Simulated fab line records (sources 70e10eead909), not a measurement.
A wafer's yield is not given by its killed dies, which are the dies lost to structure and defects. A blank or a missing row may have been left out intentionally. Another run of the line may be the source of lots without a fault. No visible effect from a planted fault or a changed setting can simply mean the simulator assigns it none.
Which of the tools did it? | flow nand-harc | 6 lots, 17 wafers sampled, at 5 steps of a route of 1159

## WHAT THE GAUGES SHOWED, per wafer
NHARC_A_ONON_D1_THK_MEAS_14: measures by ellipsometry.
lot  | measured     | on            | thk-nm (nm)
L723 | day 7 21:42  | film-metro-01 | 997 995 997
L733 | day 10 04:41 | film-metro-01 | 634 1012
L735 | day 10 23:57 | film-metro-01 | 1027 1028 1028
L738 | day 11 14:43 | film-metro-01 | 1019 1019 1020
L741 | day 12 18:07 | film-metro-01 | 1019 1019 1019
L743 | day 12 22:56 | film-metro-01 | 986 985 986

## WHICH TOOL RAN EACH LOT (tool, then ch and the chambers of the sampled wafers, then the start)
lot  | NHARC_P_BONDPAD_ETCH_37            | NHARC_P_BONDPAD_STRIP_15           | NHARC_P_BONDPAD_PVD_17                  | NHARC_A_ONON_D1_DEP_12
L723 | rie-diel-10 ch 0,1, day 6 13:59    | rie-diel-13 ch 0,3, day 6 14:19    | pvd-sputter-02, day 7 21:14 or earlier  | pecvd-onon-02 ch 0, day 7 21:14
L733 | rie-diel-10 ch 1,2, day 9 00:05    | rie-diel-10 ch 3, day 9 00:23      | pvd-sputter-01, day 10 04:09 or earlier | pecvd-onon-02 ch 0, day 10 04:09
L735 | rie-diel-10 ch 0,2, day 9 16:43    | rie-diel-10 ch 0,1,3, day 9 17:03  | pvd-sputter-03, day 10 23:29 or earlier | pecvd-onon-03 ch 0, day 10 23:29
L738 | rie-diel-04 ch 0,2,3, day 10 08:42 | rie-diel-10 ch 2,3, day 10 09:11   | pvd-sputter-01, day 11 14:12 or earlier | pecvd-onon-01 ch 0, day 11 14:12
L741 | rie-diel-04 ch 0,2,3, day 11 14:32 | rie-diel-04 ch 0,1,2, day 11 14:52 | pvd-sputter-02, day 12 17:40 or earlier | pecvd-onon-01 ch 0, day 12 17:40
L743 | rie-diel-10 ch 0,1, day 11 17:37   | rie-diel-10 ch 0,1,3, day 11 17:55 | pvd-sputter-03, day 12 22:26 or earlier | pecvd-onon-01 ch 0, day 12 22:26
- NHARC_P_BONDPAD_ETCH_37: etches the open film in N2/H2, target depth 60 nm, overetch 18 nm, time 65.91 s.
- NHARC_P_BONDPAD_STRIP_15: strips in O2.
- NHARC_P_BONDPAD_PVD_17: deposits TaN, target thk 5 nm, time 8.06 s.
- NHARC_A_ONON_D1_DEP_12: target thk 1000 nm.

## THE ANSWER, worked out from the rows above alone
Rule: the lots themselves supply what counts as usual. The widest of any qualifying gaps counts: lots, ordered by their means at a reading, are off when they make up no more than a third of the lots, leave a main group of 4 or more, and stand apart from it by 3 or more times the standard deviation of that group's means. A main group is skipped when, at the precision printed for the reading in the tables above, its means are all equal. A lot without any number at a reading at which 4 lots or more have one is off too. Any other lot the step has rows for is counted as sound.
Off: L733 (NHARC_A_ONON_D1_THK_MEAS_14, thk-nm). The main group: mean 1010 nm, standard deviation 16.
If a tool, at a process step before that reading, ran all the lots that are off and no sound lot after the first of them, it fits. Those tools and the gauges at NHARC_A_ONON_D1_THK_MEAS_14 are tried in the same way. Because NHARC_P_BONDPAD_PVD_17 lacks a start for some lots, the hours and order of its lots are taken from NHARC_A_ONON_D1_DEP_12. One fits: pecvd-onon-02 at NHARC_A_ONON_D1_DEP_12. A fault onset in the window from L723 (day 7 21:14, its last sound lot) to L733 (day 10 04:09, its first lot off) fits.

## WHAT WAS PUT IN BY THE SIMULATOR
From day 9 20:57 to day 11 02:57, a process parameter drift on pecvd-onon-02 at NHARC_A_ONON_D1_DEP_12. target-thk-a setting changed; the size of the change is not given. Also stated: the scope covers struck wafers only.
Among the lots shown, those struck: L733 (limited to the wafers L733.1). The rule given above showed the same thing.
